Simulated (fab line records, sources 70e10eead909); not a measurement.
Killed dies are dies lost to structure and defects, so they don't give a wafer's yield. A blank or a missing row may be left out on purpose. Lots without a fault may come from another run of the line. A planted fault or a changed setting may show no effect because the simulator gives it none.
A struck lot beside a sound one | flow nand_harc | 28 steps out of a route of 1159
Sound: wafers L358.1, L358.4, L358.6. Struck: wafers L371.1, L371.5, L371.6. The cause comes at the end.
At each step with rows: each side's tool, then ch and its chambers, then its first start. Under that, the readings that differ: sound wafers | struck wafers | difference of the means | sigmas: that difference in standard deviations of wafers without a fault.
alike: readings whose means differ by less than 2 such deviations, and words and numbers that are the same on both sides. not compared: withheld readings, readings that some wafer has no value for, bounds like >300 that may hide the same value, and numbers for which the record gives no deviation and whose values overlap.
The two part at a step that has a row with sigmas, a row that says differs or no value, or rows on one side only. Numbers that don't overlap but have no deviation are shown without sigmas and don't part them. A reading that every wafer of one side lacks parts them only if that side has two wafers or more.

first, 6 steps without rows for these wafers: NHARC_A_ONON_D1_DEP_06 (target thk 1000 nm); NHARC_A_ONON_D1_DEP_09 (target thk 1000 nm); NHARC_A_ONON_D1_DEP_12 (target thk 1000 nm); NHARC_A_ONON_D1_ANNEAL_15 (time 3600 s); NHARC_A_ONON_D1_DEP_16 (target thk 1000 nm); NHARC_A_ONON_D1_DEP_19 (target thk 1000 nm).
NHARC_A_ONON_D1_DEP_22: target thk 1000 nm.
  sound on pecvd_onon-01 ch 0, day 8 14:47; struck on pecvd_onon-01 ch 0, day 11 23:53
  alike: nh3_flow_sccm
then, 20 steps without rows for these wafers: NHARC_A_ONON_D1_DEP_25 (target thk 1000 nm); NHARC_A_ONON_D1_DEP_28 (target thk 1000 nm); NHARC_A_ONON_D1_DEP_33 (deposits SiO2, target thk 200 nm); NHARC_A_CHANNEL_HOLE_D1_DEP_00 (deposits aC, target thk 3100 nm); NHARC_A_CHANNEL_HOLE_D1_DEP_01 (deposits SiON, target thk 140 nm); NHARC_A_CHANNEL_HOLE_D1_DEHYDRATE_02 (time 120 s); NHARC_A_CHANNEL_HOLE_D1_HMDS_03 (time 30 s); NHARC_A_CHANNEL_HOLE_D1_COAT_36 (time 75 s); NHARC_A_CHANNEL_HOLE_D1_COAT_37 (time 65 s); NHARC_A_CHANNEL_HOLE_D1_COAT_04 (resist thk 90 nm); NHARC_A_CHANNEL_HOLE_D1_SOFTBAKE_05 (time 55 s); NHARC_A_CHANNEL_HOLE_D1_EBR_06; NHARC_A_CHANNEL_HOLE_D1_EXPOSE_07 (exposes mask HOLE D1, target cd 100 nm); NHARC_A_CHANNEL_HOLE_D1_PEB_08 (peb time 65 s); NHARC_A_CHANNEL_HOLE_D1_DEVELOP_09 (develop time 35 s); NHARC_A_CHANNEL_HOLE_D1_DESCUM_15 (chemistry O2, time 3 s); NHARC_A_CHANNEL_HOLE_D1_ETCH_38 (etches the open film in CF4, target depth 39 nm, time 65 s); NHARC_A_CHANNEL_HOLE_D1_ETCH_39 (etches the open film in N2/H2, target depth 260 nm, time 325 s); NHARC_A_CHANNEL_HOLE_D1_ETCH_34 (etches the open film in CF4/CHF3, target depth 154 nm, time 77 s); NHARC_A_CHANNEL_HOLE_D1_ETCH_16 (etches the open film in O2/COS, target depth 3100 nm, time 806 s).
-- the record jumps here: 12 days lie between the struck wafers' starts before and after (it left off in module A_CHANNEL_HOLE_D1 and takes up again in module END, whose first step shown is number 1159 of the route) --
NHARC_END_SORT_01:
  the record has rows for the struck wafers here (prober-02 ch 0, day 23 14:36) and none for the sound ones

WHERE THEY PART
Only at NHARC_END_SORT_01, within this record.

WHY: what the simulator had put in
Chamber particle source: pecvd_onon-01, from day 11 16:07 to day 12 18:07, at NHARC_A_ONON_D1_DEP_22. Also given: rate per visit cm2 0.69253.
